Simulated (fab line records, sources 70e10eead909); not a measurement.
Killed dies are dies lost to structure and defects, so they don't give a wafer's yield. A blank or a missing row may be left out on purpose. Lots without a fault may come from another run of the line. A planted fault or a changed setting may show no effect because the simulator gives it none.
Chamber matching | flow nand_harc | NHARC_P_ZERO_WELL_DESCUM_39 on rie_diel-08: 4 sister chambers
The step chemistry O2, time 3 s. 14 wafers are shown with their chamber, then 7 later ones without.

WAFERS WITH THEIR CHAMBER
wafer  | chamber | drypump_motor_current_A (A) | showerhead_plenum_p_Torr (Torr) | oes_product_au (a.u.)
L074.1 | 0       | 5.3                         | 1.95                            | 1.012
L074.2 | 3       | 6.1                         | 1.84                            | 0.988
L074.5 | 1       | 4.8                         | 1.92                            | 0.997
L075.2 | 0       | 5.3                         | 1.95                            | 1.016
L075.3 | 3       | 6.2                         | 1.84                            | 0.991
L075.5 | 0       | 5.3                         | 1.95                            | 1.006
L080.2 | 2       | 5.9                         | 1.93                            | 0.997
L080.4 | 0       | 5.3                         | 1.94                            | 1.012
L080.6 | 2       | 5.9                         | 1.93                            | 0.998
L086.1 | 3       | 6.1                         | 1.83                            | 0.981
L086.2 | 2       | 6.0                         | 1.92                            | 0.993
L086.5 | 2       | 5.9                         | 1.92                            | 1.001
L089.1 | 2       | 5.9                         | 1.92                            | 1.005
L089.2 | 3       | 6.2                         | 1.83                            | 0.987

SIGNATURES (means of the wafers above)
reading                  | chamber 0 | chamber 1 | chamber 2 | chamber 3 | scatter within a chamber
drypump_motor_current_A  | 5.300     | 4.800     | 5.920     | 6.150     | 0.0424
showerhead_plenum_p_Torr | 1.9475    | 1.9200    | 1.9240    | 1.8350    | 0.00543
oes_product_au           | 1.01150   | 0.99700   | 0.99880   | 0.98675   | 0.0043
Rule: a wafer's distance from a chamber is the root of the sum, over the readings, of the square of ((its reading less the chamber's mean) divided by the reading's scatter). The wafer belongs to the nearest chamber; if the next one is less than 2 further off, it can't be placed. The scatter: the root of (the sum of the squares of (reading less its chamber's mean) over the shown wafers, divided by (wafers less chambers)).

WAFERS WITHOUT THEIR CHAMBER
wafer  | drypump_motor_current_A (A) | showerhead_plenum_p_Torr (Torr) | oes_product_au (a.u.)
L089.3 | 4.8                         | 1.91                            | 1.015
L092.1 | 4.8                         | 1.90                            | 0.998
L092.5 | 5.9                         | 1.91                            | 1.014
L092.6 | 6.2                         | 1.82                            | 0.982
L096.3 | 4.8                         | 1.90                            | 0.999
L096.5 | 6.2                         | 1.82                            | 0.998
L096.6 | 5.9                         | 1.91                            | 0.997

WHICH CHAMBER EACH WENT THROUGH
wafer  | from the rows above | in truth
L089.3 | 1                   | 1
L092.1 | 1                   | 1
L092.5 | 2                   | 2
L092.6 | 3                   | 3
L096.3 | 1                   | 1
L096.5 | 3                   | 3
L096.6 | 2                   | 2
Placed correctly: 7 of 7. Can't be placed from these rows: 0. Placed wrongly: 0.
